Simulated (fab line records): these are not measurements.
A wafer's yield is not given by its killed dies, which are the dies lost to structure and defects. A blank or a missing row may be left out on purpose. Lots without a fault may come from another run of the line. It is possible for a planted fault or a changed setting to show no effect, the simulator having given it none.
Problem report, 8D (eight disciplines) form, completed by code :: flow nandHarc :: the parts of the form that need people (team, actions taken, sign-off) are left out

1. WHAT IS WRONG
At NHARC_A_M0_SOFTBAKE_04, heaterPowerTotalW averages 164.81 W over 6 wafers from 2 lots, while fault-free wafers read 188.46 W, standard deviation 0.14. That is -99 or more standard deviations from the usual mean.
The step: time 55 s.
Seen first at day 31 11:00 on lithoTrack-01, wafer L208.4. Wafers with a number at this step in the record: 33, from 11 lots. The rule behind "out" and "out of limits": a value lying over 4 standard deviations away from the usual mean. Any other wafer with a number is counted as sound.

2. WHAT IT IS, WHAT IT ISN'T
question: which readings at this step
is: heaterPowerTotalW
is not: plateTempC

question: which lots
is: L208, L209
is not: L188, L189, L190, L194, L199, L200, L201, L210, L211

question: which wafers of those lots
is: all that have a number
is not: -

question: read on which tools
is: lithoTrack-01
is not: lithoTrack-04, lithoTrack-06

question: when
is: from day 31 11:00
is not: up to then (21 sound wafers); but 6 sound wafers of L210, L211 came after

3. WHAT RULES OUT EACH SUSPECT
Counting: a tool at a process step up to the reading stays a suspect if it ran every lot that is out and no sound lot after the first of them.
- lithoTrack-01 at NHARC_A_M0_SOFTBAKE_04 (time 55 s): kept. All lots that are out passed through it, beginning with L208 at day 31 11:00, and no sound lot followed; its final sound lot before that point was L201 at day 29 01:00. Its own heaterPowerTotalW readings are out on those wafers.
Remaining after the count: lithoTrack-01 at NHARC_A_M0_SOFTBAKE_04.

4. THE CAUSE (what the simulator had put in)
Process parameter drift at NHARC_A_M0_SOFTBAKE_04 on lithoTrack-01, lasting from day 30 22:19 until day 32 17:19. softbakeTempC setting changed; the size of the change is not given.
Only this tool survived the counting.

5. SEQUENCE OF EFFECTS, ordered by route
Each row: a reading whose mean over the struck wafers that have a number lies more than 3 standard deviations from the usual. Readings are gone through only where the record gives a usual standard deviation; hours: the median, over the lots, of the time from a lot's start at the first step in this table giving one to that lot's start at this step; sigmas: the change measured in usual standard deviations.
hours: 0
step: NHARC_A_M0_SOFTBAKE_04
reading: heaterPowerTotalW
usual: 188.46 W
on struck wafers: 164.81
change: -23.65
sigmas: -99 or more
The process steps in it:
- NHARC_A_M0_SOFTBAKE_04: time 55 s.
Later measuring or inspecting steps at which every struck wafer that the step has a row for has a number for every such reading, and none has moved that far: NHARC_A_M0_OVL_MEAS_10.

6. WHAT WOULD HAVE CAUGHT IT SOONER
13 hours passed between the start of the fault at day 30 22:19 and the first reading out of limits in this record, taken at day 31 11:00.
